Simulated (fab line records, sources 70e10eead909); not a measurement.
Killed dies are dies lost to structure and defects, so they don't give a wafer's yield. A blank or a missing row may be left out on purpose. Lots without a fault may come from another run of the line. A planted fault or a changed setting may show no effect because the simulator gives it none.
fab line records | flow nand_harc
record lots=7 wafers=19 last_day=25
route steps=1159 shown P_GATE@143 END@1159
lots that met no fault: from a run of the same line without faults
start_h: hours from the record's first day to the start of the lot's first wafer shown | wait_h: hours since the lot's step before | " the same as in the row above | L1.1+2: a row that stands for several wafers | - no value, or no start given | * or withheld: withheld | < > ~ a bound
route shown NAME@n: a module of which the file shows steps, and the number in the route of the first | usual: mean/standard deviation of fault-free wafers | same: alike in all rows | chamber/n: place in a boat | sites: the reading at each site | _std_site: their standard deviation | _edge_site: outer sites' mean less inner sites' | radius_mm: how far each site lies from the wafer's centre | mask NAME#n: copy n | behind: the tool/chamber that last shaped the wafer | hold: why the lot was held/for how many hours/how that ended | device: the transistor (n, p or np) that didn't switch | end of line: the same wafers' tests at the end of the route | a step without rows: its recipe alone | killed: dies lost to structure and defects at the first sort, not the wafer's yield | map: a wafer's dies, x killed, . not, _ none there
set.NAME: the setting as run; set.NAME@STEP: as run at that earlier step | model.NAME: the simulator's own value behind a step, which no gauge read
lots at some steps of the route; a table a step, a row a wafer
services: from which hour (start_h, from the record's first day; less than 0 if before it) a tool's chamber was out of use, for how many hours, and why
## steps
# step NHARC_P_GATE_INSPECT_28
# usual raw_defect_count=7/3.6
# columns lot.wafer tool chamber start_h wait_h raw_defect_count
L184.1 defect_inspect-01 - 132.47 0.0 2
L184.3 " - " " 2
L184.4 " - " " 6
L183.3 defect_inspect-02 - 132.65 0.0 6
L183.5 " - " " 7
L183.6 " - " " 6
L189.2 defect_inspect-02 - 164.26 0.0 3
L189.3 " - " " 9
L190.3 defect_inspect-01 - 172.89 0.0 3
L190.5 " - " " 4
L190.6 " - " " 7
L194.2 defect_inspect-02 - 198.66 0.0 8
L194.3 " - " " 2
L196.4 defect_inspect-02 - 210.40 0.0 14
L196.5 " - " " 8
L196.6 " - " " 8
L199.2 defect_inspect-01 - 222.35 0.0 9
L199.3 " - " " 8
L199.6 " - " " 5
# step NHARC_P_GATE_DESCUM_31
# recipe time_s=3 o2_flow_sccm=200 ar_flow_sccm=0 bias_power_w=0 chemistry=O2
# usual drypump_motor_current_A=5.6/0.52 mfc_ar_sccm=0.015/0.011 oes_product_au=1.007/0.018 rf_vpp_V=57.7/0.86 showerhead_plenum_p_Torr=1.90/0.077 throttle_valve_pct=11.310/0.0096
# columns lot.wafer tool chamber start_h wait_h drypump_motor_current_A mfc_ar_sccm oes_product_au rf_hours_counter_h rf_vpp_V showerhead_plenum_p_Torr throttle_valve_pct
L184.1 rie_diel-03 2 132.54 0.1 5.2 0 1.004 27 58.7 1.99 11.304
L184.4 " 3 " " 6.0 0.030 1.019 20 56.1 1.91 11.320
L184.3 " 0 " " 5.1 0.011 1.010 29 57.8 1.92 11.296
L183.3 rie_diel-10 2 132.71 0.1 5.3 0.005 1.026 27 57.0 1.79 11.300
L183.5 " 2 " " 5.3 0.005 1.031 - 57.3 1.79 11.325
L183.6 " 3 " " 5.5 0.018 0.992 - 57.0 1.82 11.294
L189.3 rie_diel-10 1 164.34 0.1 6.8 0.014 1.017 33 57.5 1.88 11.302
L189.2 " 2 " " 5.3 0.005 1.015 33 58.1 1.79 11.329
L190.3 rie_diel-12 1 172.95 0.1 5.9 0.002 0.988 49 57.3 1.85 11.314
L190.5 " 1 " " 5.9 0.002 0.986 - 56.5 1.85 11.305
L190.6 " 2 " " 6.1 0.035 0.973 - 57.5 2.03 11.302
L194.2 rie_diel-03 0 198.73 0.1 5.1 0.011 1.001 53 58.7 1.91 11.317
L194.3 " 3 " " 6.0 0.030 1.036 45 57.5 1.90 11.319
L196.4 rie_diel-10 2 210.45 0.1 5.3 0.005 1.026 7 57.3 1.78 11.309
L196.6 " 2 " " 5.3 0.005 1.024 - 58.4 1.78 11.297
L196.5 " 3 " " 5.5 0.018 0.993 - 57.2 1.82 11.311
L199.2 rie_diel-10 0 222.43 0.1 5.2 0.033 0.986 10 57.5 1.98 11.316
L199.3 " 1 " " 6.8 0.014 1.037 9 57.6 1.88 11.311
L199.6 " 3 " " 5.5 0.018 0.981 - 56.6 1.82 11.301
# step NHARC_P_GATE_ETCH_104
# recipe target_depth_a=600 time_s=withheld cf4_flow_sccm=100 chf3_flow_sccm=30 ar_flow_sccm=0 rf_w=500 bias_w=200 chemistry=CF4/CHF3
# step NHARC_P_GATE_HM_OPEN_105
# recipe target_depth_a=3600 o2_flow_sccm=400 cos_flow_sccm=20 ar_flow_sccm=0 rf_w=500 bias_w=300 chemistry=O2/COS
# usual drypump_motor_current_A=5.6/0.56 mfc_ar_sccm=0.015/0.011 oes_product_au=1.008/0.018 rf_vpp_V=466.7/2.6 showerhead_plenum_p_Torr=3.10/0.12 throttle_valve_pct=28.330/0.0081
# columns lot.wafer tool chamber start_h wait_h drypump_motor_current_A mfc_ar_sccm oes_product_au rf_hours_counter_h rf_vpp_V showerhead_plenum_p_Torr throttle_valve_pct
L184.3 rie_diel-03 2 - - 5.2 0 1.005 28 470.0 3.24 28.340
L184.1 " 3 " " 6.1 0.030 1.024 21 467.8 3.12 28.326
L184.4 " 0 " " 5.1 0.011 1.011 29 467.3 3.13 28.326
L183.3 rie_diel-10 1 - - 6.7 0.014 1.042 27 465.9 3.07 28.336
L183.6 " 1 " " 6.7 0.014 1.036 - 466.4 3.07 28.326
L183.5 " 2 " " 5.3 0.005 1.034 - 462.2 2.93 28.334
L189.3 rie_diel-10 3 - - 5.5 0.018 0.999 31 464.2 2.98 28.337
L189.2 " 1 " " 6.8 0.014 1.023 33 467.2 3.07 28.323
L190.3 rie_diel-12 0 - - 5.6 0 0.969 48 470.2 3.22 28.324
L190.6 " 1 " " 5.9 0.002 0.989 - 465.3 3.03 28.319
L190.5 " 2 " " 6.1 0.035 0.973 - 470.7 3.29 28.330
L194.3 rie_diel-03 1 - - 4.9 0.011 0.985 52 467.7 3.20 28.325
L194.2 " 3 " " 6.1 0.030 1.023 45 466.8 3.11 28.344
L196.4 rie_diel-10 1 - - 6.8 0.014 1.039 7 466.8 3.07 28.321
L196.6 " 0 " " 5.3 0.033 0.988 - 468.5 3.22 28.336
L196.5 " 1 " " 6.8 0.014 1.046 - 466.0 3.07 28.341
L199.3 rie_diel-10 0 - - 5.3 0.033 0.991 10 469.7 3.22 28.329
L199.2 " 1 " " 6.8 0.014 1.033 9 465.6 3.07 28.333
L199.6 " 0 " " 5.3 0.033 0.993 - 470.0 3.22 28.333
# step NHARC_P_GATE_STRIP_106
# recipe o2_flow_sccm=400 cos_flow_sccm=20 ar_flow_sccm=0 bias_w=0 chemistry=O2/COS
# step NHARC_P_GATE_ETCH_114
# recipe target_depth_a=300 overetch_a=30 time_s=16.5 ion_energy_ev=100 cf4_flow_sccm=80 o2_flow_sccm=20 ar_flow_sccm=0 rf_w=300 bias_w=100 chemistry=CF4/O2
# usual drypump_motor_current_A=5.6/0.56 mfc_ar_sccm=0.016/0.011 oes_product_au=1.008/0.019 rf_vpp_V=197.6/1.3 showerhead_plenum_p_Torr=1.33/0.052 throttle_valve_pct=13.397/0.0092
# columns lot.wafer tool chamber start_h wait_h drypump_motor_current_A mfc_ar_sccm oes_product_au rf_hours_counter_h rf_vpp_V showerhead_plenum_p_Torr throttle_valve_pct
L184.4 rie_diel-03 2 - - 5.2 0 1.001 28 198.3 1.39 13.376
L184.3 " 3 " " 6.0 0.030 1.023 21 199.1 1.33 13.417
L184.1 " 1 " " 4.9 0.011 1.000 28 199.1 1.37 13.407
L183.3 rie_diel-10 3 - - 5.5 0.018 1.013 26 197.0 1.27 13.389
L183.5 " 0 " " 5.3 0.033 0.994 - 198.2 1.38 13.415
L183.6 " 1 " " 6.7 0.014 1.038 - 198.3 1.31 13.400
L189.2 rie_diel-10 0 - - 5.3 0.033 0.993 30 199.6 1.38 13.393
L189.3 " 3 " " 5.5 0.018 0.992 31 196.0 1.27 13.393
L190.3 rie_diel-12 2 - - 6.1 0.035 0.976 50 199.6 1.41 13.403
L190.5 " 3 " " 5.3 0.018 0.989 - 199.0 1.37 13.409
L190.6 " 0 " " 5.6 0 0.981 - 198.3 1.38 13.392
L194.2 rie_diel-03 3 - - 6.0 0.030 1.024 45 199.3 1.33 13.409
L194.3 " 0 " " 5.1 0.011 1.003 53 196.4 1.33 13.409
L196.4 rie_diel-10 2 - - 5.3 0.005 1.023 7 196.1 1.25 13.378
L196.6 " 2 " " 5.3 0.005 1.029 - 195.8 1.25 13.392
L196.5 " 3 " " 5.5 0.018 0.972 - 198.1 1.27 13.392
L199.3 rie_diel-10 3 - - 5.5 0.018 0.985 10 196.2 1.27 13.397
L199.2 " 2 " " 5.3 0.005 1.020 9 195.8 1.25 13.408
L199.6 " 0 " " 5.3 0.033 0.988 - 198.3 1.38 13.399
# step NHARC_P_GATE_ETCH_32
# recipe target_depth_a=1500 over_etch_frac=1 over_etch_ion_energy_ev=40 time_s=100.1 hbr_flow_sccm=150 cl2_flow_sccm=50 rf_w=400 icp_w=400 bias_w=100 chemistry=HBr/Cl2
# usual drypump_motor_current_A=5.7/0.49 oes_product_au=0.998/0.012 throttle_valve_pct=26.406/0.0091
# columns lot.wafer tool chamber start_h wait_h drypump_motor_current_A oes_product_au rf_hours_counter_h throttle_valve_pct
L184.4 rie_si-03 2 133.14 - 5.8 1.000 1.3 26.393
L184.3 " 3 " " 6.3 0.993 1.3 26.390
L184.1 " 1 " " 6.0 1.010 1.3 26.398
L183.3 rie_si-03 1 133.45 - 6.0 1.012 1.3 26.408
L183.5 " 2 " " 5.8 0.979 - 26.425
L183.6 " 3 " " 6.3 0.987 - 26.408
L189.3 rie_si-02 2 164.87 - 5.2 1.018 1.2 26.408
L189.2 " 3 " " 5.1 0.992 1.2 26.407
L190.3 rie_si-06 2 173.45 - 6.2 1.003 1.4 26.395
L190.6 " 2 " " 6.2 1.006 - 26.401
L190.5 " 3 " " 6.1 0.995 - 26.402
L194.2 rie_si-06 0 199.35 - 6.0 0.986 0.1 26.394
L194.3 " 1 " " 5.2 1.002 0.0 26.384
L196.4 rie_si-06 1 210.93 - 5.2 1.005 0.1 26.410
L196.5 " 0 " " 6.0 0.991 - 26.400
L196.6 " 1 " " 5.2 1.002 - 26.411
L199.3 rie_si-02 0 222.90 - 4.9 0.978 0.0 26.407
L199.2 " 2 " " 5.2 1.028 0.0 26.418
L199.6 " 0 " " 4.9 0.973 - 26.402
# step NHARC_P_GATE_STRIP_108
# recipe o2_flow_sccm=500 ar_flow_sccm=0 bias_w=0 chemistry=O2
# usual drypump_motor_current_A=5.6/0.52 mfc_ar_sccm=0.016/0.012 oes_product_au=1.003/0.018 rf_vpp_V=57.8/0.92 showerhead_plenum_p_Torr=3.54/0.12 throttle_valve_pct=17.036/0.01
# columns lot.wafer tool chamber start_h wait_h drypump_motor_current_A mfc_ar_sccm oes_product_au rf_hours_counter_h rf_vpp_V showerhead_plenum_p_Torr throttle_valve_pct
L184.4 rie_diel-10 0 133.35 - 5.3 0.033 0.990 25 57.5 3.65 17.024
L184.1 " 1 " " 6.8 0.014 1.018 27 57.3 3.47 17.035
L184.3 " 2 " " 5.3 0.005 1.025 27 57.5 3.31 17.038
L183.3 rie_diel-03 1 133.58 - 4.9 0.011 1.002 28 58.1 3.62 17.045
L183.6 " 0 " " 5.1 0.011 1.024 - 59.2 3.53 17.028
L183.5 " 1 " " 4.9 0.011 0.998 - 57.4 3.62 17.047
L189.2 rie_diel-12 0 165.02 - 5.6 0 0.977 44 58.9 3.63 17.048
L189.3 " 1 " " 5.9 0.002 0.988 44 56.5 3.43 17.031
L190.3 rie_diel-03 2 173.64 - 5.2 0 1.030 44 59.2 3.66 17.030
L190.5 " 0 " " 5.1 0.011 1.002 - 56.7 3.53 17.038
L190.6 " 1 " " 4.9 0.011 0.981 - 58.9 3.62 17.035
L194.2 rie_diel-03 0 199.54 - 5.1 0.011 1.008 53 58.4 3.52 17.035
L194.3 " 1 " " 4.9 0.011 0.991 52 57.3 3.61 17.042
L196.4 rie_diel-03 2 211.12 - 5.2 0 1.007 60 58.7 3.65 17.031
L196.5 " 3 " " 6.1 0.030 1.016 - 57.9 3.51 17.034
L196.6 " 0 " " 5.1 0.011 1.011 - 58.2 3.52 17.036
L199.2 rie_diel-12 3 223.06 - 5.3 0.018 1.004 4 57.5 3.60 17.038
L199.3 " 1 " " 5.9 0.002 0.991 4 58.1 3.42 17.046
L199.6 " 2 " " 6.1 0.035 0.987 - 57.3 3.71 17.038
# step NHARC_P_GATE_CD_MEAS_33
# usual cd_nm=120/3.8
# columns lot.wafer tool chamber start_h wait_h cd_nm
L184.1 cd_sem-01 - 133.51 - 123
L184.3 " - " " 123
L184.4 " - " " 117
L183.3 cd_sem-03 - 133.74 - 127
L183.5 " - " " 118
L183.6 " - " " 124
L189.2 cd_sem-03 - 165.19 - 122
L189.3 " - " " 118
L190.3 cd_sem-03 - 173.79 - 112
L190.5 " - " " 116
L190.6 " - " " 117
L194.2 cd_sem-01 - 199.72 - 125
L194.3 " - " " 128
L196.4 cd_sem-03 - 211.26 - 122
L196.5 " - " " 125
L196.6 " - " " 121
L199.2 cd_sem-03 - 223.22 - 124
L199.3 " - " " 126
L199.6 " - " " 123
# step NHARC_P_GATE_STRIP_35
# recipe time_s=600 temp_c=130 chemistry=SPM
# step NHARC_P_GATE_PRECLEAN_73
# recipe time_s=* temp_c=50 bath_age_min=0 chemistry=SC1
# step NHARC_P_GATE_SRD_74
# step NHARC_P_GATE_ALD_36
# recipe target_thk_a=200 pulse_time_s=60 ald_cycles=223 temp_c=400 material=SiNx
# usual ald_cycles=223/0 heater_power_w=840/97 precursor_pulse_height_rel=1.000/0.02
# columns lot.wafer tool chamber start_h wait_h ald_cycles heater_power_w precursor_pulse_height_rel
L184.3 ald_sin-03 3 133.97 - 223 762 1.021
L184.1 " 1 136.08 - 223 917 0.982
L184.4 " 2 137.14 - 223 1039 1.035
L183.3 ald_sin-02 3 136.97 - 223 767 1.021
L183.6 " 0 138.37 - 223 797 0.984
L183.5 " 3 141.15 - 223 777 1.007
L189.2 ald_sin-02 3 167.79 - 208 790 0.983
L189.3 " 0 168.86 - 223 804 1.027
L190.3 ald_sin-02 2 175.66 - 223 941 1.026
L190.6 " 0 178.51 - 208 798 0.964
L190.5 " 2 179.93 - 223 918 0.995
L194.2 ald_sin-02 1 201.23 - 208 828 0.971
L194.3 " 3 203.33 - 223 780 0.983
L196.6 ald_sin-01 0 215.94 - 223 851 0.979
L196.5 " 1 217.35 - 223 657 1.009
L196.4 " 2 218.76 - 223 833 1.036
L199.2 ald_sin-01 0 225.80 - 223 863 0.999
L199.3 " 1 226.86 - 223 673 0.975
L199.6 " 3 228.99 - 223 776 0.996
# step NHARC_P_GATE_ETCHBACK_37
# recipe target_depth_a=345 time_s=17.2 chf3_flow_sccm=50 o2_flow_sccm=10 ar_flow_sccm=200 rf_w=500 bias_w=200 chemistry=CHF3/O2
# step NHARC_END_SORT_01
# recipe temp_c=25
# usual killed_at_array=28/11 killed_at_other=0.5/0.87 killed_at_periphery=2.9/2.2 killed_dies=32/11 killed_open=3.2/1.9 killed_short=1.8/1.4
# same gross_dies=677
# columns lot.wafer tool chamber start_h wait_h killed_at_array killed_at_other killed_at_periphery killed_dies killed_open killed_short
L189.2 prober-01 0 501.53 2.8 34 0 2 36 1 0
# killed by level:class
L189.2 A_CHANNEL_HOLE_D1:chamber_film_flake=13 A_SLIT:chamber_film_flake=12 A_CONTACT:chamber_film_flake=6 A_STAIRCASE:chamber_film_flake=2 A_M0:geometric_particle:open=1 P_GATE:chamber_film_flake=1 P_M1:chamber_film_flake=1
## services
# columns tool chamber start_h hours kind
ald_sin-01 2 123.21 9.1 repair
ald_sin-03 - 126.27 0.7 repair
rie_diel-10 0 131.02 - clean
rie_diel-10 1 131.02 - clean
rie_diel-10 2 131.02 - clean
rie_diel-10 3 131.02 - clean
ald_sin-02 1 132.87 7.7 repair
rie_diel-03 1 138.98 11.3 repair
rie_diel-12 2 143.75 1.7 repair
ald_sin-01 - 146.24 10.0 pm
rie_si-03 - 155.00 9.0 pm
rie_diel-10 0 155.65 - clean
rie_diel-10 1 155.65 - clean
rie_diel-10 2 155.65 - clean
rie_diel-10 3 155.65 - clean
rie_si-06 3 158.56 8.5 repair
rie_diel-10 - 176.51 9.0 pm
rie_diel-10 0 176.51 9.0 vent_cycle
rie_si-03 1 176.77 30.8 repair
rie_si-06 - 183.00 9.0 pm
rie_diel-12 - 197.12 5.7 repair
rie_diel-12 - 202.83 9.0 pm
rie_si-02 - 211.00 9.0 pm
rie_diel-03 - 215.38 9.0 pm
## key
first_sign step=NHARC_P_GATE_ALD_36 reading=ald_cycles direction=down sigmas=99+ usual=223 struck=208
effect none on later readings
met_at NHARC_P_GATE_ALD_36
struck_wafers L189.2,L190.6,L194.2
tester_left_out L189,L190,L194
onset_between 136.97 167.79
fault kind=process_parameter_drift tool=ald_sin-02 chamber=- onset_h=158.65 steps=NHARC_P_GATE_ALD_36 channel=ald_cycles offset=-15 shape=step end_h=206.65 scope=struck_wafers_only stated=223
# tester_left_out: of these lots the tester's yield and bins aren't shown, on N5 and GAA mostly nor the transistor test; their killed dies are dies lost to structure and defects alone, not to doping, threshold or leakage, so they don't give the yield
